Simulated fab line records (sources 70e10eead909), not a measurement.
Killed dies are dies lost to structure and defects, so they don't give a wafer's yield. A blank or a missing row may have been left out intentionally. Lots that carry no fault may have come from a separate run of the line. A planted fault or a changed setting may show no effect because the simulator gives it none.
Tool commonality check || flow nand-harc || 3 lots and 9 wafers in the sample

## REASON IT WAS OPENED
At NHARC_END_SORT_01 the reading killed-at-periphery is flagged on 3 of 3 lots. Fault-free wafers read 3.2, with a standard deviation of 2.3.
Rule: flag the lot when none of its wafers has a number, or when each of its wafers that has one lies beyond 4 standard deviations from that mean. The rest of the lots are taken to be sound.

{"lot": "L311", "measured": "day 21 11:17", "on": "prober-01", "killed-at-periphery, wafer by wafer": "652 656 654", "flag": "FLAGGED"}
{"lot": "L312", "measured": "day 21 11:22", "on": "prober-02", "killed-at-periphery, wafer by wafer": "637 652 655", "flag": "FLAGGED"}
{"lot": "L313", "measured": "day 22 10:04", "on": "prober-02", "killed-at-periphery, wafer by wafer": "654 656 657", "flag": "FLAGGED"}
The numbers of the flagged lots are 652.6 on average: +649.4 against the usual, or +99 or more standard deviations.

## TOOL THAT RAN EACH LOT
Before the reading, the record contains 4 process steps out of a 1159-step route. Cell contents, in order: the tool; ch with the chambers the sampled wafers went through; the start.
{"lot": "L311", "flag": "FLAGGED", "NHARC_P_GATE_STRIP_75": "plasma-asher-01 ch 0,1, day 7 22:05", "NHARC_P_GATE_DESCUM_93": "rie-diel-07 ch 2,3, day 8 00:47", "NHARC_P_CONTACT_DEP_00": "pecvd-03 ch 0,2, day 8 03:59", "NHARC_P_CONTACT_DESCUM_17": "rie-diel-12 ch 0,1,3, day 8 05:30"}
{"lot": "L312", "flag": "FLAGGED", "NHARC_P_GATE_STRIP_75": "plasma-asher-02 ch 0,1, day 7 22:38", "NHARC_P_GATE_DESCUM_93": "rie-diel-09 ch 0,3, day 8 01:27", "NHARC_P_CONTACT_DEP_00": "pecvd-04 ch 1,2, day 8 04:46", "NHARC_P_CONTACT_DESCUM_17": "rie-diel-06 ch 1,2,3, day 8 06:19"}
{"lot": "L313", "flag": "FLAGGED", "NHARC_P_GATE_STRIP_75": "plasma-asher-02 ch 1, day 8 13:27", "NHARC_P_GATE_DESCUM_93": "rie-diel-02 ch 0,2,3, day 8 16:20", "NHARC_P_CONTACT_DEP_00": "pecvd-03 ch 0,2, day 8 19:50", "NHARC_P_CONTACT_DESCUM_17": "rie-diel-12 ch 0,1, day 8 21:10"}
What these steps do:
- NHARC_P_GATE_STRIP_75: strips in O2.
- NHARC_P_GATE_DESCUM_93: chemistry O2, time 3 s.
- NHARC_P_CONTACT_DEP_00: deposits SiO2, target thk 500 nm.
- NHARC_P_CONTACT_DESCUM_17: chemistry O2, time 3 s.
- NHARC_END_SORT_01

## FLAGGED OVER TOTAL, TOOL BY TOOL (the gauges that took the reading come last)
{"step": "NHARC_P_GATE_STRIP_75", "tool": "plasma-asher-01", "lots run": 1, "flagged": 1, "share of the flagged lots": "some", "sound lots run after its first flagged lot": 0}
{"step": "NHARC_P_GATE_STRIP_75", "tool": "plasma-asher-02", "lots run": 2, "flagged": 2, "share of the flagged lots": "some", "sound lots run after its first flagged lot": 0}
{"step": "NHARC_P_GATE_DESCUM_93", "tool": "rie-diel-02", "lots run": 1, "flagged": 1, "share of the flagged lots": "some", "sound lots run after its first flagged lot": 0}
{"step": "NHARC_P_GATE_DESCUM_93", "tool": "rie-diel-07", "lots run": 1, "flagged": 1, "share of the flagged lots": "some", "sound lots run after its first flagged lot": 0}
{"step": "NHARC_P_GATE_DESCUM_93", "tool": "rie-diel-09", "lots run": 1, "flagged": 1, "share of the flagged lots": "some", "sound lots run after its first flagged lot": 0}
{"step": "NHARC_P_CONTACT_DEP_00", "tool": "pecvd-03", "lots run": 2, "flagged": 2, "share of the flagged lots": "some", "sound lots run after its first flagged lot": 0}
{"step": "NHARC_P_CONTACT_DEP_00", "tool": "pecvd-04", "lots run": 1, "flagged": 1, "share of the flagged lots": "some", "sound lots run after its first flagged lot": 0}
{"step": "NHARC_P_CONTACT_DESCUM_17", "tool": "rie-diel-06", "lots run": 1, "flagged": 1, "share of the flagged lots": "some", "sound lots run after its first flagged lot": 0}
{"step": "NHARC_P_CONTACT_DESCUM_17", "tool": "rie-diel-12", "lots run": 2, "flagged": 2, "share of the flagged lots": "some", "sound lots run after its first flagged lot": 0}
{"step": "NHARC_END_SORT_01", "tool": "prober-01", "lots run": 1, "flagged": 1, "share of the flagged lots": "some", "sound lots run after its first flagged lot": 0}
{"step": "NHARC_END_SORT_01", "tool": "prober-02", "lots run": 2, "flagged": 2, "share of the flagged lots": "some", "sound lots run after its first flagged lot": 0}

## WHAT THE TABLE ALLOWS
No row of the table ran every flagged lot.

## WHAT WAS PUT IN BY THE SIMULATOR
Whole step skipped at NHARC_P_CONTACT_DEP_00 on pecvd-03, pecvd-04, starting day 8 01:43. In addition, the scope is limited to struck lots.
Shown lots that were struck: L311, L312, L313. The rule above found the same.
